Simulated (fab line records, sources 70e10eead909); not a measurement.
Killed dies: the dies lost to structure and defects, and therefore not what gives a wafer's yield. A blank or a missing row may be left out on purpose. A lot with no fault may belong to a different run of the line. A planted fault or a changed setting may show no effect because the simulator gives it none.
fab line records	flow nandHarc
[record] lots = 6	wafers = 18	lastDay = 27
route steps=1159 shown THIN_TSV@1127 END@1158
lots untouched by any fault: they come from a run of this same line in which no faults occurred
startH: hours from the record's opening day to when the first of the lot's shown wafers began	waitH: how many hours have passed since the lot's step before this one	" unchanged from the row above	L1.1+2: one row covering several wafers at once	- no value, or no start was given	* or withheld: withheld	< > ~ a bound
route shown NAME@n: a module of which the file shows steps, and the number in the route of the first	usual: mean/standard deviation of fault-free wafers	same: alike in all rows	chamber/n: place in a boat	sites: the reading at each site	_std_site: standard deviation of those values	_edge_site: mean of outer sites minus mean of inner sites	radiusMm: how far each site lies from the wafer's centre	mask NAME#n: copy n	behind: the last tool/chamber to shape the wafer	hold: reason for holding the lot/hours on hold/outcome of the hold	device: which transistor (n, p or np) failed to switch	end of line: at the end of the route, the tests of the same wafers	a step with no rows: only its recipe	killed: count of dies lost to structure and defects at first sort (not the wafer's yield)	map: the dies of a wafer, with x for killed, . for not killed, _ for no die there
set.NAME: the setting the step ran with; set.NAME@STEP: the setting that earlier step ran with	model.NAME: the simulator's own value behind a step, which no gauge read
a table for each step, a row for each wafer; lots at some steps of the route
services: a tool's chamber out of use, with start hour (startH, from the record's first day; less than 0 if before it), hours out, and reason
[[steps]]
[step NHARC_THIN_TSV_DEGAS_49]
[recipe] tempC = 300	timeS = 120
[step NHARC_THIN_TSV_PRE_CLEAN_50]
[recipe] timeS = 30	tempC = 280	gas = H2/He
[usual] heaterPowerW = 422/33
lot.wafer	tool	chamber	startH	waitH	heaterPowerW
L941.4	pvdSputter-01	-	-	-	412
L941.2	"	-	"	"	411
L941.3	"	-	"	"	475
L945.3	pvdSputter-01	-	-	-	417
L945.2	"	-	"	"	392
L945.6	"	-	"	"	410
L952.2	pvdSputter-03	-	-	-	450
L952.3	"	-	"	"	357
L952.1	"	-	"	"	420
L948.1	pvdSputter-01	-	-	-	428
L948.6	"	-	"	"	442
L948.5	"	-	"	"	428
L960.3	pvdSputter-01	-	-	-	473
L960.4	"	-	"	"	425
L960.6	"	-	"	"	415
L963.3	pvdSputter-03	-	-	-	418
L963.4	"	-	"	"	454
L963.1	"	-	"	"	384
[step NHARC_THIN_TSV_PVD_19]
[recipe] targetThkA = 200	chamberPressurePa = 5	material = TaN
[step NHARC_THIN_TSV_PVD_51]
[recipe] targetThkA = 1000	chamberPressurePa = 5	material = Cu
[usual] throttleValvePct = 29.8/0.71
lot.wafer	tool	chamber	startH	waitH	throttleValvePct
L941.2	pvdSputter-01	-	-	-	29.0
L941.3	"	-	"	"	29.6
L941.4	"	-	"	"	27.9
L945.3	pvdSputter-01	-	-	-	30.5
L945.2	"	-	"	"	29.3
L945.6	"	-	"	"	29.1
L952.1	pvdSputter-03	-	-	-	29.6
L952.3	"	-	"	"	29.6
L952.2	"	-	"	"	30.2
L948.1	pvdSputter-01	-	-	-	29.1
L948.6	"	-	"	"	28.7
L948.5	"	-	"	"	30.3
L960.3	pvdSputter-01	-	-	-	30.1
L960.4	"	-	"	"	29.3
L960.6	"	-	"	"	29.1
L963.3	pvdSputter-03	-	-	-	30.4
L963.4	"	-	"	"	30.0
L963.1	"	-	"	"	29.7
[step NHARC_THIN_TSV_ECD_20]
[recipe] targetThkA = 20000	material = Cu
[step NHARC_THIN_TSV_ANNEAL_52]
[recipe] tempC = 225	timeS = 90
[usual] wafer_temp_C_max = 226.3/0.4
lot.wafer	tool	chamber	startH	waitH	wafer_temp_C_max
L941.2	rtpAnneal-02	0	458.26	0.6	226.6
L941.3	"	0	"	"	226.6
L941.4	"	0	"	"	226.0
L945.2	rtpAnneal-02	0	498.49	0.6	226.7
L945.3	"	0	"	"	226.9
L945.6	"	0	"	"	226.9
L952.1	rtpAnneal-01	0	554.42	0.6	226.1
L952.2	"	0	"	"	226.1
L952.3	"	0	"	"	226.0
L948.1	rtpAnneal-01	0	575.16	0.6	226.3
L948.5	"	0	"	"	226.4
L948.6	"	0	"	"	226.0
L960.3	rtpAnneal-02	0	601.54	0.4	226.2
L960.4	"	0	"	"	226.4
L960.6	"	0	"	"	226.4
L963.1	rtpAnneal-01	0	604.24	0.6	226.4
L963.3	"	0	"	"	225.6
L963.4	"	0	"	"	225.9
[step NHARC_THIN_TSV_CMP_21]
[recipe] tOverpolishS = 30	targetThkNm = 2000
[step NHARC_THIN_TSV_SRD_23]
[step NHARC_THIN_TSV_DEGAS_53]
[recipe] tempC = 300	timeS = 60
[step NHARC_THIN_TSV_PRE_CLEAN_54]
[recipe] timeS = 30	tempC = 280	gas = H2/He
[usual] heaterPowerW = 418/33
lot.wafer	tool	chamber	startH	waitH	heaterPowerW
L941.4	pvdSputter-01	-	459.08	0.0	405
L941.2	"	-	"	"	416
L941.3	"	-	"	"	463
L945.3	pvdSputter-03	-	499.32	0.0	368
L945.2	"	-	"	"	379
L945.6	"	-	"	"	366
L952.3	pvdSputter-03	-	555.29	0.1	446
L952.1	"	-	"	"	380
L952.2	"	-	"	"	424
L948.1	pvdSputter-03	-	576.15	0.1	425
L948.6	"	-	"	"	425
L948.5	"	-	"	"	442
L960.3	pvdSputter-02	-	602.32	0.1	395
L960.4	"	-	"	"	439
L960.6	"	-	"	"	460
L963.1	pvdSputter-01	-	605.15	0.1	484
L963.4	"	-	"	"	416
L963.3	"	-	"	"	424
[step NHARC_THIN_TSV_PVD_55]
[recipe] targetThkA = 500	material = TiN
[step NHARC_THIN_TSV_PVD_24]
[recipe] targetThkA = 8000	powerW = withheld	chamberPressurePa = withheld	substrateTempC = withheld	timeS = withheld	gas = Ar	material = Al
lot.wafer	tool	chamber	startH	waitH
L941.2+3+4	pvdSputter-01	-	459.31	0.1
L945.3+2+6	pvdSputter-03	-	499.60	0.2
L952.3+1+2	pvdSputter-03	-	555.52	0.1
L948.1+5+6	pvdSputter-03	-	576.62	0.2
L960.3+4+6	pvdSputter-02	-	602.66	0.2
L963.3+1+4	pvdSputter-01	-	605.37	0.1
[step NHARC_THIN_TSV_DEHYDRATE_25]
[recipe] tempC = 150	timeS = 120
[step NHARC_THIN_TSV_HMDS_26]
[recipe] timeS = 30
[step NHARC_THIN_TSV_COAT_27]
[recipe] spinRpm = *
[step NHARC_THIN_TSV_SOFTBAKE_28]
[recipe] tempC = 122	timeS = 95
[step NHARC_THIN_TSV_EBR_29]
[step NHARC_THIN_TSV_EXPOSE_30]
[recipe] na = 0.55	doseMj = 11.47	maskId = PAD
[step NHARC_THIN_TSV_PEB_31]
[recipe] pebTempC = 118	pebTimeS = 85
[step NHARC_THIN_TSV_DEVELOP_32]
[recipe] timeS = 70
[step NHARC_THIN_TSV_CD_MEAS_33]
[recipe] targetCdNm = 5000	landingEnergyEv = 500
[usual] cdNm = 5000.0/1.3
lot.wafer	tool	chamber	startH	waitH	cdNm
L941.2	cdSem-02	0	460.04	-	4999.4
L941.3	"	0	"	"	4999.1
L941.4	"	0	"	"	5001.1
L945.2	cdSem-01	0	500.26	-	4999.6
L945.3	"	0	"	"	4998.8
L945.6	"	0	"	"	4998.7
L952.1	cdSem-03	0	556.36	-	4999.6
L952.2	"	0	"	"	4999.3
L952.3	"	0	"	"	4999.1
L948.1	cdSem-03	0	577.36	-	4998.4
L948.5	"	0	"	"	5001.2
L948.6	"	0	"	"	4999.4
L960.3	cdSem-01	0	603.27	-	5000.8
L960.4	"	0	"	"	4999.6
L960.6	"	0	"	"	5000.9
L963.1	cdSem-01	0	606.22	-	5000.1
L963.3	"	0	"	"	4999.9
L963.4	"	0	"	"	5000.3
[step NHARC_THIN_TSV_HARDBAKE_34]
[recipe] tempC = 125	timeS = 80
[step NHARC_THIN_TSV_DESCUM_35]
[recipe] timeS = 3	o2FlowSccm = 200	arFlowSccm = 0	biasPowerW = 0	chemistry = O2
[step NHARC_THIN_TSV_ETCH_59]
[recipe] targetDepthA = 8800	icpW = 900	biasW = 100	Cl2_flow_sccm = 60	bcl3FlowSccm = 30	timeS = 138.1	chemistry = Cl2/BCl3
[step NHARC_THIN_TSV_ETCH_36]
[recipe] targetDepthA = 650	overEtchFrac = 0.3	timeS = 18.571	ionEnergyEv = 150	chemistry = Cl2/BCl3
[step NHARC_THIN_TSV_STRIP_56]
[recipe] powerW = 1500	tempC = 250	chemistry = O2
[usual] drypumpMotorCurrentA = 5.8/0.55	heaterPowerW = 356/19
lot.wafer	tool	chamber	startH	waitH	drypumpMotorCurrentA	heaterPowerW	rfHoursCounterH
L941.2	plasmaAsher-02	1	460.97	0.4	6.5	356	30
L941.3	"	1	"	"	6.5	351	-
L941.4	"	0	"	"	5.2	369	-
L945.2	plasmaAsher-02	1	500.90	0.1	6.5	348	43
L945.3	"	1	"	"	6.5	351	-
L945.6	"	1	"	"	6.5	352	-
L952.1	plasmaAsher-02	1	557.08	0.2	6.5	364	4
L952.2	"	0	"	"	5.2	367	4
L952.3	"	1	"	"	6.5	354	-
L948.1	plasmaAsher-01	0	578.00	0.1	5.7	318	39
L948.5	"	0	"	"	5.7	315	-
L948.6	"	1	"	"	5.6	341	-
L960.3	plasmaAsher-02	1	604.09	0.2	6.5	368	-
L960.4	"	0	"	"	5.2	380	-
L960.6	"	1	"	"	6.5	362	-
L963.1	plasmaAsher-02	1	606.96	0.2	6.5	365	26
L963.4	"	1	"	"	6.5	356	-
L963.3	"	0	"	"	5.2	379	-
[step NHARC_THIN_TSV_STRIP_57]
[recipe] timeS = 1200	tempC = 72.5	chemistry = postEtchResidueRemover
[step NHARC_THIN_TSV_CD_MEAS_37]
[usual] cdNm = 5000.0/2.1
lot.wafer	tool	chamber	startH	waitH	cdNm
L941.2	cdSem-01	-	461.76	-	4999.3
L941.3	"	-	"	"	5000.4
L941.4	"	-	"	"	5001.8
L945.2	cdSem-01	-	501.71	-	5001.4
L945.3	"	-	"	"	4999.2
L945.6	"	-	"	"	5000.7
L952.1	cdSem-02	-	557.88	-	5002.1
L952.2	"	-	"	"	5000.8
L952.3	"	-	"	"	4999.8
L948.1	cdSem-02	-	578.81	-	4995.1
L948.5	"	-	"	"	4999.3
L948.6	"	-	"	"	4995.4
L960.3	cdSem-03	-	604.79	-	5001.5
L960.4	"	-	"	"	4999.9
L960.6	"	-	"	"	5002.6
L963.1	cdSem-03	-	607.75	-	5000.8
L963.3	"	-	"	"	5001.1
L963.4	"	-	"	"	4999.7
[step NHARC_THIN_TSV_ANNEAL_58]
[recipe] tempC = 400	timeS = 1800
[step NHARC_THIN_TSV_INSPECT_40]
[usual] rawDefectCount = 460/81
lot.wafer	tool	chamber	startH	waitH	rawDefectCount
L941.2	defectInspect-02	-	466.21	0.4	411
L941.3	"	-	"	"	400
L941.4	"	-	"	"	342
L945.2	defectInspect-02	-	507.35	0.4	410
L945.3	"	-	"	"	424
L945.6	"	-	"	"	369
L952.1	defectInspect-02	-	561.23	0.4	410
L952.2	"	-	"	"	531
L952.3	"	-	"	"	418
L948.1	defectInspect-02	-	583.26	0.4	415
L948.5	"	-	"	"	440
L948.6	"	-	"	"	551
L960.3	defectInspect-01	-	609.02	0.4	568
L960.4	"	-	"	"	505
L960.6	"	-	"	"	498
L963.1	defectInspect-01	-	612.20	0.4	431
L963.3	"	-	"	"	490
L963.4	"	-	"	"	373
[step NHARC_END_WLT_00]
[usual] VT_DECK1_BOTTOM = 0.871/0.0079	VT_DECK1_BOTTOM_INNER = 0.872/0.0074	VT_DECK1_MEDIAN_NEAR_BOTTOM = 0.873/0.0079	VT_DECK1_MEDIAN_NEAR_BOTTOM_INNER = 0.873/0.0086	VT_DECK1_MIDDLE = 0.884/0.0074	VT_DECK1_MIDDLE_INNER = 0.885/0.0086	VT_DECK1_TOP = 0.897/0.0077	VT_DECK1_TOP_INNER = 0.895/0.008
lot.wafer	tool	chamber	startH	waitH	VT_DECK1_BOTTOM	VT_DECK1_BOTTOM_INNER	VT_DECK1_MEDIAN_NEAR_BOTTOM	VT_DECK1_MEDIAN_NEAR_BOTTOM_INNER	VT_DECK1_MIDDLE	VT_DECK1_MIDDLE_INNER	VT_DECK1_TOP	VT_DECK1_TOP_INNER
L941.2	prober-02	-	474.01	7.8	0.877	0.882	0.878	0.883	0.891	0.890	0.894	0.903
L941.3	"	-	"	"	0.872	0.880	0.873	0.889	0.883	0.903	0.910	0.908
L941.4	"	-	"	"	0.873	0.872	0.874	0.881	0.890	0.893	0.899	0.900
L945.2	prober-02	-	507.91	0.6	0.855	0.860	0.866	0.868	0.887	0.877	0.888	0.882
L945.3	"	-	"	"	0.866	0.862	0.863	0.873	0.877	0.881	0.894	0.891
L945.6	"	-	509.90	2.5	0.866	0.864	0.856	0.859	0.878	0.880	0.898	0.886
L952.1	prober-01	-	569.43	8.2	0.870	0.871	0.871	0.880	0.880	0.888	0.893	0.890
L952.2	"	-	"	"	0.880	0.875	0.867	0.875	0.881	0.883	0.897	0.905
L948.1	prober-02	-	583.32	0.1	0.865	0.860	0.866	0.860	0.879	0.883	0.892	0.892
L948.5	"	-	585.33	2.1	0.868	0.865	0.867	0.871	0.879	0.876	0.889	0.888
L960.3	prober-02	-	627.46	18.4	0.884	0.887	0.876	0.891	0.881	0.894	0.904	0.901
L960.4	"	-	"	"	0.880	0.872	0.880	0.875	0.896	0.897	0.899	0.906
L960.6	"	-	628.96	19.9	0.883	0.878	0.875	0.884	0.888	0.891	0.900	0.902
L963.1	prober-02	-	634.25	22.0	0.877	0.882	0.877	0.874	0.897	0.890	0.900	0.897
L963.3	"	-	635.25	23.1	0.880	0.872	0.873	0.879	0.899	0.888	0.901	0.903
L963.4	"	-	"	"	0.883	0.886	0.878	0.888	0.892	0.890	0.905	0.901
[step NHARC_END_SORT_01]
[recipe] tempC = 25
[usual] defectLimitedYield = 95.4/1.6	killedAtArray = 28/11	killedAtOther = 0.9/1.2	killedAtPeriphery = 2.6/2.1	killedDies = 31/11	killedOpen = 3.1/1.7	killedShort = 1.9/1.3	sort_bin_2_pct = 1.5/0.64	sort_bin_3_pct = 0.26/0.21	sort_bin_4_pct = 2.9/1.1	sortNPass = 646/11	sortRimYieldPct = 96.4/2.3	sortYieldPct = 95.4/1.6
[same] grossDies = 677	sort_bin_5_pct[%] = 0	sort_bin_6_pct[%] = 0	sort_bin_7_pct[%] = 0	sort_bin_8_pct[%] = 0	sortRimNGross = 106.00
lot.wafer	tool	chamber	startH	waitH	defectLimitedYield[%]	killedAtArray	killedAtOther	killedAtPeriphery	killedDies	killedOpen	killedShort	sort_bin_2_pct[%]	sort_bin_3_pct[%]	sort_bin_4_pct[%]	sortNPass	sortRimYieldPct[%]	sortYieldPct[%]
L945.2	prober-02	0	511.19	2.8	94.5	34	0	3	37	2	1	1.3	0.44	3.7	640	97.2	94.5
L945.3	prober-02	0	511.99	3.1	95.4	29	0	2	31	1	0	1.6	0.44	2.5	646	94.3	95.4
L945.6	prober-02	0	514.37	4.0	95.3	29	2	1	32	2	1	1.8	0	3.0	645	100.0	95.3
L952.1	prober-01	0	572.49	2.5	94.1	40	0	0	40	1	3	1.9	0.44	3.5	637	98.1	94.1
L952.2	prober-01	0	573.29	2.8	94.5	32	0	5	37	2	5	1.6	0.30	3.5	640	97.2	94.5
L952.3	prober-01	0	574.09	3.1	0.7	32	637	3	672	5	2	1.5	94.39	3.4	5	0	0.7
L948.1	prober-02	0	586.33	2.5	97.9	10	3	1	14	4	3	0.1	0.15	1.8	663	97.2	97.9
L948.5	prober-02	0	589.55	3.7	97.5	16	1	0	17	4	2	0.4	0.30	1.8	660	97.2	97.5
L948.6	prober-02	0	590.36	4.0	0	14	660	3	677	4	2	0.6	97.34	2.1	0	0	0
L960.3	prober-02	0	631.05	3.1	92.9	45	0	3	48	5	1	3.0	0.30	3.8	629	89.6	92.9
L960.4	prober-02	0	631.85	3.4	90.1	65	0	2	67	2	2	2.4	0.30	7.2	610	96.2	90.1
L960.6	prober-02	0	633.45	4.0	91.1	57	1	2	60	4	3	2.5	0.30	6.1	617	95.3	91.1
L963.1	prober-02	0	637.26	2.5	94.2	36	3	0	39	1	2	1.6	0.30	3.8	638	95.3	94.2
L963.3	prober-02	0	638.83	3.1	95.6	28	0	2	30	1	2	1.6	0.30	2.5	647	97.2	95.6
L963.4	prober-02	0	639.62	3.4	95.4	27	2	2	31	3	1	1.2	0.59	2.8	646	97.2	95.4
// killed by level:class
L945.2 A_CHANNEL_HOLE_D1:chamberFilmFlake=14 A_SLIT:chamberFilmFlake=8 A_CONTACT:chamberFilmFlake=5 A_WL_FILL:chamberFilmFlake=4 P_M0:geometricParticle:short=1 A_SGD_CUT:geometricParticle:open=1 A_SLIT:geometricParticle:open=1 P_GATE:chamberFilmFlake=1
L945.3 A_CHANNEL_HOLE_D1:chamberFilmFlake=15 A_SLIT:chamberFilmFlake=4 A_STAIRCASE:chamberFilmFlake=3 A_WL_FILL:chamberFilmFlake=3 A_CONTACT:chamberFilmFlake=3 P_STI:chamberFilmFlake=2 A_BLC:geometricParticle:open=1
L945.6 A_CHANNEL_HOLE_D1:chamberFilmFlake=14 A_SLIT:chamberFilmFlake=10 A_CONTACT:chamberFilmFlake=2 THIN_TSV:chamberFilmFlake=2 P_CONTACT:geometricParticle:open=1 A_ONON_D1:geometricParticle:short=1 A_BLC:geometricParticle:open=1 A_STAIRCASE:chamberFilmFlake=1
L952.1 A_CHANNEL_HOLE_D1:chamberFilmFlake=20 A_SLIT:chamberFilmFlake=13 A_CHANNEL_HOLE_D1:geometricParticle:short=1 A_STAIRCASE:geometricParticle:open=1 A_SGD_CUT:geometricParticle:short=1 A_CONTACT:geometricParticle:short=1 A_STAIRCASE:chamberFilmFlake=1 A_CHANNEL_FILL_D1:chamberFilmFlake=1
L952.2 A_CHANNEL_HOLE_D1:chamberFilmFlake=19 A_SLIT:chamberFilmFlake=9 P_M0:geometricParticle:short=3 P_M2:geometricParticle:open=1 A_ONON_D1:geometricParticle:short=1 A_SGD_CUT:geometricParticle:short=1 A_CONTACT:geometricParticle:open=1 P_GATE:chamberFilmFlake=1
L952.3 THIN_TSV:areaPvd=637 A_CHANNEL_HOLE_D1:chamberFilmFlake=13 A_SLIT:chamberFilmFlake=12 A_CHANNEL_FILL_D1:chamberFilmFlake=2 P_GATE:geometricParticle:open=1 P_CONTACT:geometricParticle:open=1 P_M2:geometricParticle:open=1 A_SOURCE_PLATE:geometricParticle:open=1
L948.1 THIN_TSV:chamberFilmFlake=3 A_M0:geometricParticle:open=2 P_M0:geometricParticle:open=1 A_ONON_D1:geometricParticle:open=1 A_SGD_CUT:geometricParticle:short=1 A_WL_FILL:geometricParticle:short=1 A_CONTACT:geometricParticle:short=1 A_CHANNEL_HOLE_D1:chamberFilmFlake=1
L948.5 A_CHANNEL_HOLE_D1:chamberFilmFlake=4 A_CONTACT:chamberFilmFlake=3 A_M0:geometricParticle:open=2 A_M0:chamberFilmFlake=2 A_CHANNEL_HOLE_D1:geometricParticle:short=1 A_CHANNEL_HOLE_D1:geometricParticle:open=1 A_CONTACT:geometricParticle:open=1 A_M0:geometricParticle:short=1
L948.6 THIN_TSV:areaPvd=658 A_CHANNEL_HOLE_D1:chamberFilmFlake=7 THIN_TSV:chamberFilmFlake=2 P_M1:geometricParticle:open=1 A_ONON_D1:geometricParticle:short=1 A_CONTACT:geometricParticle:open=1 A_M0:geometricParticle:open=1 A_M0:geometricParticle:short=1
L960.3 A_CHANNEL_HOLE_D1:chamberFilmFlake=18 A_SLIT:chamberFilmFlake=11 A_CONTACT:chamberFilmFlake=7 A_ZERO_WELL:chamberFilmFlake=3 A_STAIRCASE:chamberFilmFlake=2 P_M0:geometricParticle:open=1 P_M1:geometricParticle:open=1 A_ONON_D1:geometricParticle:open=1
L960.4 A_CHANNEL_HOLE_D1:chamberFilmFlake=25 A_SLIT:chamberFilmFlake=22 A_CONTACT:chamberFilmFlake=7 A_STAIRCASE:chamberFilmFlake=5 A_ZERO_WELL:chamberFilmFlake=4 P_GATE:geometricParticle:open=1 P_M2:geometricParticle:open=1 A_WL_FILL:geometricParticle:short=1
L960.6 A_CHANNEL_HOLE_D1:chamberFilmFlake=19 A_SLIT:chamberFilmFlake=19 A_CONTACT:chamberFilmFlake=9 A_STAIRCASE:chamberFilmFlake=3 P_M1:geometricParticle:short=1 A_SOURCE_PLATE:geometricParticle:open=1 A_STAIRCASE:geometricParticle:open=1 A_SLIT:geometricParticle:short=1
L963.1 A_CHANNEL_HOLE_D1:chamberFilmFlake=28 THIN_TSV:chamberFilmFlake=3 A_CONTACT:chamberFilmFlake=2 A_SOURCE_PLATE:geometricParticle:short=1 A_ONON_D1:geometricParticle:short=1 A_CONTACT:geometricParticle:open=1 A_STAIRCASE:chamberFilmFlake=1 A_SLIT:chamberFilmFlake=1
L963.3 A_CHANNEL_HOLE_D1:chamberFilmFlake=22 A_CONTACT:chamberFilmFlake=2 P_M0:geometricParticle:short=1 A_SOURCE_PLATE:geometricParticle:open=1 A_SGD_CUT:geometricParticle:short=1 P_GATE:chamberFilmFlake=1 A_CHANNEL_FILL_D1:chamberFilmFlake=1 A_SLIT:chamberFilmFlake=1
L963.4 A_CHANNEL_HOLE_D1:chamberFilmFlake=21 P_GATE:chamberFilmFlake=2 A_STAIRCASE:chamberFilmFlake=2 A_CHANNEL_FILL_D1:geometricParticle:open=1 A_CHANNEL_FILL_D1:geometricParticle:short=1 A_SLIT:geometricParticle:open=1 STARTING-WAFER:geometricParticle:open=1 A_CONTACT:chamberFilmFlake=1
// map L948.6 (x killed, . not)
____________x____________
_________xxxxxxx_________
_______xxxxxxxxxxx_______
______xxxxxxxxxxxxx______
_____xxxxxxxxxxxxxxx_____
____xxxxxxxxxxxxxxxxx____
____xxxxxxxxxxxxxxxxx____
___xxxxxxxxxxxxxxxxxxx___
___xxxxxxxxxxxxxxxxxxx___
__xxxxxxxxxxxxxxxxxxxxx__
__xxxxxxxxxxxxxxxxxxxxx__
_xxxxxxxxxxxxxxxxxxxxxxx_
_xxxxxxxxxxxxxxxxxxxxxxx_
_xxxxxxxxxxxxxxxxxxxxxxx_
_xxxxxxxxxxxxxxxxxxxxxxx_
_xxxxxxxxxxxxxxxxxxxxxxx_
xxxxxxxxxxxxxxxxxxxxxxxxx
xxxxxxxxxxxxxxxxxxxxxxxxx
xxxxxxxxxxxxxxxxxxxxxxxxx
xxxxxxxxxxxxxxxxxxxxxxxxx
xxxxxxxxxxxxxxxxxxxxxxxxx
_xxxxxxxxxxxxxxxxxxxxxxx_
_xxxxxxxxxxxxxxxxxxxxxxx_
_xxxxxxxxxxxxxxxxxxxxxxx_
_xxxxxxxxxxxxxxxxxxxxxxx_
_xxxxxxxxxxxxxxxxxxxxxxx_
__xxxxxxxxxxxxxxxxxxxxx__
__xxxxxxxxxxxxxxxxxxxxx__
___xxxxxxxxxxxxxxxxxxx___
___xxxxxxxxxxxxxxxxxxx___
____xxxxxxxxxxxxxxxxx____
____xxxxxxxxxxxxxxxxx____
_____xxxxxxxxxxxxxxx_____
______xxxxxxxxxxxxx______
_______xxxxxxxxxxx_______
_________xxxxxxx_________
____________x____________
// map L952.3 (x killed, . not)
____________x____________
_________xxxxxxx_________
_______xxxxxxxxxxx_______
______xxxxxxxxxxxxx______
_____xxxxxxxxxxxxxxx_____
____xxxxxxxxxxxxxxxxx____
____xxxxxxxxxxxxxxxxx____
___xxxxxxxxxxxxxxxxxxx___
___xxxxxxxxxxxxxxxxxxx___
__xxxxxxxxxxxxxxxxxxxxx__
__xxxxxxxxxxxxxxxxxxxxx__
_xxxxxxxxxxxxxxxxxxxxxxx_
_xxxxxxxxxxxxxxxxxxxxxxx_
_xxxxxxxxxxxxxxxxxxxxxxx_
_xxxxxxxxxxxxxxxxxxxxxxx_
_xxxxxxxx.xxxxxxxxxxxxxx_
xxxxxxxxxxxxxxxxxxxxxxxxx
xxxxxxxxxxx.xx.xxxx.xxxxx
xxxxxxxxxxxxxxxxxxxxxxxxx
xxxxxxxxxxxxxxxxxxxxxxxxx
xxxxxxxxxxxxxxxxxxxxxxxxx
_xxxxxxxxxxxxxxxxxxxxxxx_
_xxxxxxxxxxxxxxxxxxxxxxx_
_xxxxxxxxxxxxxxxxxxxxxxx_
_xxxxxxxxxxx.xxxxxxxxxxx_
_xxxxxxxxxxxxxxxxxxxxxxx_
__xxxxxxxxxxxxxxxxxxxxx__
__xxxxxxxxxxxxxxxxxxxxx__
___xxxxxxxxxxxxxxxxxxx___
___xxxxxxxxxxxxxxxxxxx___
____xxxxxxxxxxxxxxxxx____
____xxxxxxxxxxxxxxxxx____
_____xxxxxxxxxxxxxxx_____
______xxxxxxxxxxxxx______
_______xxxxxxxxxxx_______
_________xxxxxxx_________
____________x____________
[[services]]
tool	chamber	startH	hours	kind
plasmaAsher-02	-	451.55	0.5	repair
plasmaAsher-01	-	453.24	9.0	pm
plasmaAsher-01	0	453.24	9.0	ventCycle
plasmaAsher-01	1	453.24	9.0	ventCycle
pvdSputter-03	-	458.06	10.0	pm
plasmaAsher-01	0	462.24	-	clean
plasmaAsher-01	1	462.24	-	clean
pvdSputter-01	-	463.54	1.1	repair
pvdSputter-03	-	491.92	1.0	repair
plasmaAsher-02	-	497.80	1.2	repair
pvdSputter-03	-	497.98	1.0	repair
pvdSputter-01	-	514.00	10.0	pm
plasmaAsher-02	-	537.35	9.0	pm
plasmaAsher-02	0	537.35	9.0	ventCycle
plasmaAsher-02	1	537.35	9.0	ventCycle
pvdSputter-02	-	537.91	0.5	repair
plasmaAsher-02	0	546.35	-	clean
plasmaAsher-02	1	546.35	-	clean
pvdSputter-01	-	548.86	7.2	repair
pvdSputter-02	-	551.57	0.5	repair
pvdSputter-02	-	570.00	10.0	pm
[[key]]
[firstSign] step = NHARC_END_SORT_01	reading = killedAtOther	direction = up	sigmas = 99+	usual = 0.9	struck = 648.5
[effect] step = NHARC_END_SORT_01	reading = sort_bin_3_pct	direction = up	sigmas = 99+	usual = 0.26	struck = 95.86
[moreKillsBornAt] NHARC_THIN_TSV_PVD_24@pvdSputter-03 = 1295
metAt NHARC_THIN_TSV_PVD_24
struckWafers L948.6,L952.3
laterRowsLeftOut L948.6,L952.3
[fault] kind = processParameterDrift	tool = pvdSputter-03	chamber = -	onsetH = 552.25	steps = NHARC_THIN_TSV_PVD_24	channel = targetThkA	offset = *	shape = step	endH = 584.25	actsIn = *	stated = *	scope = struckWafersOnly
// laterRowsLeftOut: the simulator's readings of these wafers behind a module that went badly wrong aren't trusted and aren't shown, but for the sort
